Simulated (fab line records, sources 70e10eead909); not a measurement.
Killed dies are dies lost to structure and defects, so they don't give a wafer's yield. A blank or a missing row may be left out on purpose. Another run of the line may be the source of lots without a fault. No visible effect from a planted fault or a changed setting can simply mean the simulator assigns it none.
Which tool was responsible? + flow nand-harc + Sampling: 12 lots, 36 wafers, 3 of 1302 route steps

## WHAT THE GAUGES SHOWED, per wafer
NHARC_A_CHANNEL_HOLE_D1_OVL_MEAS_11. Usual: overlay-x-nm 0.0 nm, standard deviation 0.68; overlay-y-nm 0.2 nm, standard deviation 0.85.
| lot  | measured     | on         | overlay-x-nm (nm) | overlay-y-nm (nm) | flag |
|------|--------------|------------|-------------------|-------------------|------|
| L294 | day 8 13:52  | overlay-01 | -0.3 -0.6 0.0     | -0.8 -0.8 -1.1    |      |
| L296 | day 9 08:47  | overlay-02 | -0.8 -0.6 -0.8    | 0.4 -0.1 0.0      |      |
| L297 | day 9 13:55  | overlay-01 | -0.8 -0.9 -0.5    | 0.4 0.3 0.4       |      |
| L298 | day 9 20:49  | overlay-02 | 0.5 0.5 0.4       | 0.6 0.4 1.2       |      |
| L299 | day 10 11:31 | overlay-01 | 0.4 0.5 0.6       | -0.5 -0.4 -0.7    |      |
| L307 | day 14 13:53 | overlay-01 | 3.8 3.6 4.1       | -0.8 -1.1 -0.6    | OFF  |
| L308 | day 14 14:02 | overlay-02 | -0.7 0.5 0.1      | -1.2 -0.3 -0.6    |      |
| L311 | day 15 09:37 | overlay-02 | 0.1 0.1 -0.3      | 0.5 0.6 0.7       |      |
| L312 | day 16 00:14 | overlay-02 | -0.6 -0.6 -0.6    | 0.9 0.8 0.3       |      |
| L313 | day 16 03:54 | overlay-02 | 0.9 0.2 1.1       | 0.5 1.2 1.0       |      |
| L314 | day 16 21:36 | overlay-01 | 0.8 0.8 0.7       | 0.7 0.6 1.0       |      |
| L317 | day 17 17:40 | overlay-02 | -0.9 -1.2 -0.7    | 0.3 0.1 0.1       |      |

NHARC_A_CHANNEL_HOLE_D1_INSPECT_12. Usual: raw-defect-count 5.7, standard deviation 2.8.
| lot  | measured     | on                | raw-defect-count | flag |
|------|--------------|-------------------|------------------|------|
| L294 | day 8 13:54  | defect-inspect-02 | 1 6 7            |      |
| L296 | day 9 08:50  | defect-inspect-01 | 3 4 2            |      |
| L297 | day 9 13:58  | defect-inspect-02 | 5 6 4            |      |
| L298 | day 9 20:51  | defect-inspect-02 | 4 8 5            |      |
| L299 | day 10 11:34 | defect-inspect-02 | 8 8 0            |      |
| L307 | day 14 13:55 | defect-inspect-01 | 5 7 12           |      |
| L308 | day 14 14:04 | defect-inspect-02 | 1 3 2            |      |
| L311 | day 15 09:39 | defect-inspect-02 | 8 3 2            |      |
| L312 | day 16 00:17 | defect-inspect-01 | 2 4 4            |      |
| L313 | day 16 03:56 | defect-inspect-02 | 11 1 8           |      |
| L314 | day 16 21:38 | defect-inspect-02 | 3 0 5            |      |
| L317 | day 17 17:43 | defect-inspect-01 | 13 14 8          |      |

## TOOL THAT RAN EACH LOT (tool first, then ch and the chambers of the sampled wafers, then the start)
| lot  | NHARC_A_CHANNEL_HOLE_D1_EXPOSE_07  |
|------|------------------------------------|
| L294 | arfi-scanner-03 ch 0, day 8 13:38  |
| L296 | arfi-scanner-01 ch 0, day 9 08:34  |
| L297 | arfi-scanner-02 ch 0, day 9 13:42  |
| L298 | arfi-scanner-02 ch 0, day 9 20:35  |
| L299 | arfi-scanner-03 ch 0, day 10 11:18 |
| L307 | arfi-scanner-03 ch 0, day 14 13:40 |
| L308 | arfi-scanner-02 ch 0, day 14 13:48 |
| L311 | arfi-scanner-02 ch 0, day 15 09:23 |
| L312 | arfi-scanner-01 ch 0, day 16 00:01 |
| L313 | arfi-scanner-01 ch 0, day 16 03:41 |
| L314 | arfi-scanner-02 ch 0, day 16 21:22 |
| L317 | arfi-scanner-02 ch 0, day 17 17:26 |
- NHARC_A_CHANNEL_HOLE_D1_EXPOSE_07: exposes mask HOLE D1, target cd 100 nm.

## WHAT THE TOOLS THEMSELVES READ (means of the sampled wafers that have a number; where no wafer has one, the mark that the record gives instead)
The record holds no such reading with a usual standard deviation.

## THE ANSWER, worked out from the rows above alone
Rule: a lot is off if the mean of its wafers that have a number lies more than 3 standard deviations from the usual mean. Also off: a lot with no number at a reading for which 4 or more lots have one. Any other lot the step has rows for is counted as sound. First the gauges in route order, then the tools' own readings, where a lot's mean is used as printed above. The first step at which some lot is off is used, and at that step the reading that is off furthest; a lot without a number counts as furthest.
Off: L307, at NHARC_A_CHANNEL_HOLE_D1_OVL_MEAS_11 (overlay-x-nm).
A tool fits if, at a process step before that reading, it ran every lot that is off, and no sound lot after the first of them. Those tools and the gauges at NHARC_A_CHANNEL_HOLE_D1_OVL_MEAS_11 are tried in the same way. One fits: NHARC_A_CHANNEL_HOLE_D1_EXPOSE_07 on arfi-scanner-03. Its last sound lot is L299 (day 10 11:18), its first lot that is off L307 (day 14 13:40): a fault that began between those two fits.

## WHAT WAS PUT IN BY THE SIMULATOR
Scanner matching overlay: arfi-scanner-03, from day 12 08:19 on, at NHARC_A_CHANNEL_HOLE_D1_EXPOSE_07. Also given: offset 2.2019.
Lots struck among those shown: L307. The same result came from the rule above.
